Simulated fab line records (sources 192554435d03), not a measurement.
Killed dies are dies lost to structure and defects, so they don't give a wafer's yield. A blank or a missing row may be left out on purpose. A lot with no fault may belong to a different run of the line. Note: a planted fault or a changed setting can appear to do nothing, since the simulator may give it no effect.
Chamber matching | flow n5-finfet | ald-metal-02 running N5_HKMG_FIN_NWFM_ALD_20: 4 sister chambers
The step deposits TiAlC, target thk 2 nm, pulse time 3 s, purge time 2 s. 4 wafers are shown with their chamber, then 7 later ones without.

## WAFERS, EACH WITH ITS CHAMBER
wafer  | chamber | heater-power-outer-w (W)
L086.1 | 2       | 272
L086.6 | 0       | 284
L089.1 | 1       | 371
L089.2 | 3       | 358

## WAFERS WHOSE CHAMBER IS MISSING
wafer  | heater-power-outer-w (W)
L089.5 | 280
L093.1 | 269
L093.4 | 379
L093.5 | 272
L096.2 | 357
L096.3 | 392
L096.6 | 363

## EACH ONE'S CHAMBER
wafer  | from the rows above     | in truth
L089.5 | can't be placed: 0 or 2 | 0
L093.1 | can't be placed: 2 or 0 | 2
L093.4 | can't be placed: 1 or 3 | 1
L093.5 | can't be placed: 2 or 0 | 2
L096.2 | can't be placed: 3 or 1 | 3
L096.3 | can't be placed: 1 or 3 | 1
L096.6 | can't be placed: 3 or 1 | 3
Correct placement for 0 of the 7. Cannot be placed on the basis of these rows: 7; the candidates contain the true chamber in 7. 0 placed wrongly.
How it was worked out, from the rows above alone: a wafer's distance from a chamber is the root of the sum, over the readings, of the square of ((its reading less the chamber's mean) divided by the reading's scatter). If the next closest chamber is less than 2 further off than the closest, the wafer can't be placed; otherwise it belongs to the closest. Each chamber's mean is taken over the wafers shown for it. The scatter: with one shown wafer a chamber, the root of the mean of the squares of how far each hidden wafer lies from its nearest shown one.
